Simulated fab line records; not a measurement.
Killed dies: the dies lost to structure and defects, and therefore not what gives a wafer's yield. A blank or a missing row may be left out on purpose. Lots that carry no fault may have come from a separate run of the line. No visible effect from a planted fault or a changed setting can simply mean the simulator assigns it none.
Code-filled problem report in 8D (eight disciplines) form / flow n5Finfet / the parts of the form that need people (team, actions taken, sign-off) are left out

## 1. THE ISSUE
At N5_FIN_CUT_CUT_ETCH_26, runLengthS averages 82.5 s over 2 wafers from 2 lots, while fault-free wafers read 78.9 s, standard deviation 0.48. Measured from the usual mean, that is +7.4 standard deviations.
The step: etches SiNx in CH3F/O2, target depth 39 nm, time 55.7 s.
Earliest sighting: wafer L306.6 on rieDiel-06 at day 6 16:01. The record has a number at this step for 16 wafers belonging to 6 lots. Rule for "out", or "out of limits": more than 4 standard deviations from the usual mean. The other wafers with a number count as sound.

## 2. WHAT THIS IS AND IS NOT
question=which readings at this step | is=runLengthS | is not=drypumpMotorCurrentA, oesProductAu, rfVppV, showerheadPlenumPTorr
question=which lots | is=L306, L307 | is not=L294, L300, L303, L310
question=which wafers of those lots | is=L306.6, L307.6 | is not=L306.2, L307.3
question=read on which tools | is=rieDiel-06 | is not=rieDiel-04, rieDiel-05
question=when | is=from day 6 16:01 | is not=up to then (10 sound wafers); but 4 sound wafers of L307, L310 came after

## 3. THE SUSPECTS, EACH WITH WHAT RULES IT OUT
Counting: any tool at a process step up to the reading remains a suspect provided it ran every lot that is out. Sound lots after the first of them don't rule it out here, since some wafers of a struck lot are sound.
- rieDiel-06 at N5_FIN_CUT_DESCUM_13 (chemistry O2, time 7 s): kept. It processed each lot that is out (first: L306, day 6 15:34); up to then, its last sound lot is L300 (day 5 05:01).
- rieDiel-06 at N5_FIN_CUT_ETCH_30 (etches underlayer in N2/H2, target depth 13 nm, time 10.4 s): kept. It processed each lot that is out (first: L306, day 6 15:37); up to then, its last sound lot is L300 (day 5 05:04).
- rieDiel-06 at N5_FIN_CUT_ETCH_20 (etches SiARC in CF4, target depth 26 nm, time 43.3 s): kept. It processed each lot that is out (first: L306, day 6 15:38); up to then, its last sound lot is L300 (day 5 05:05).
- rieDiel-06 at N5_FIN_CUT_ETCH_21 (etches SOC in N2/H2, target depth 219 nm, overetch 43.8 nm, time 523.5 s): kept. It processed each lot that is out (first: L306, day 6 15:40); up to then, its last sound lot is L300 (day 5 05:07).
- rieDiel-06 at N5_FIN_CUT_CUT_ETCH_26 (etches SiNx in CH3F/O2, target depth 39 nm, time 55.7 s): kept. It processed each lot that is out (first: L306, day 6 16:01); up to then, its last sound lot is L300 (day 5 05:28). On those wafers its own readings are out: runLengthS.
- Within rieDiel-06 at N5_FIN_CUT_DESCUM_13: the wafers that are out ran in chambers 2, 3; their sound lot-mates ran in chamber 0.
- Within rieDiel-06 at N5_FIN_CUT_ETCH_30: the wafers that are out ran in chambers 2, 3; their sound lot-mates ran in chamber 0.
- Within rieDiel-06 at N5_FIN_CUT_ETCH_20: the wafers that are out ran in chambers 2, 3; their sound lot-mates ran in chamber 0.
- Within rieDiel-06 at N5_FIN_CUT_ETCH_21: the wafers that are out ran in chambers 2, 3; their sound lot-mates ran in chamber 0.
- Within rieDiel-06 at N5_FIN_CUT_CUT_ETCH_26: the wafers that are out ran in chambers 2, 3; their sound lot-mates ran in chamber 0.
Left after counting: rieDiel-06 at N5_FIN_CUT_DESCUM_13, rieDiel-06 at N5_FIN_CUT_ETCH_30, rieDiel-06 at N5_FIN_CUT_ETCH_20, rieDiel-06 at N5_FIN_CUT_ETCH_21, rieDiel-06 at N5_FIN_CUT_CUT_ETCH_26.

## 4. THE CAUSE (what the simulator had put in)
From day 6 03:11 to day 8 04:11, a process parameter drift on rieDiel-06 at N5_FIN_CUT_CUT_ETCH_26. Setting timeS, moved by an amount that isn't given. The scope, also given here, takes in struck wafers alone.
5 suspects survive the count, and this tool is in that group.

## 5. THE EFFECT CHAIN, in route order
One row per reading whose mean, taken over the struck wafers that have a number, lies over 3 standard deviations from the usual. Only readings whose record carries a usual standard deviation are examined. hours: median over the lots of the time between each lot's start at the first step of this table that gives one and its start at this step. sigmas: the change, counted in usual standard deviations.
hours=0; step=N5_FIN_CUT_CUT_ETCH_26; reading=runLengthS; usual=78.9 s; on struck wafers=82.5; change=+3.5; sigmas=+7.4
The process steps in it:
- N5_FIN_CUT_CUT_ETCH_26: etches SiNx in CH3F/O2, target depth 39 nm, time 55.7 s.
Later measuring or inspecting steps at which every struck wafer that the step has a row for has a number for every such reading, and none has moved that far: N5_BEOL_M4_RC_MEAS_101.

## 6. WHAT WOULD HAVE CAUGHT IT SOONER
The fault began at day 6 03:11; the first out-of-limits reading in this record came at day 6 16:01, 13 hours later.
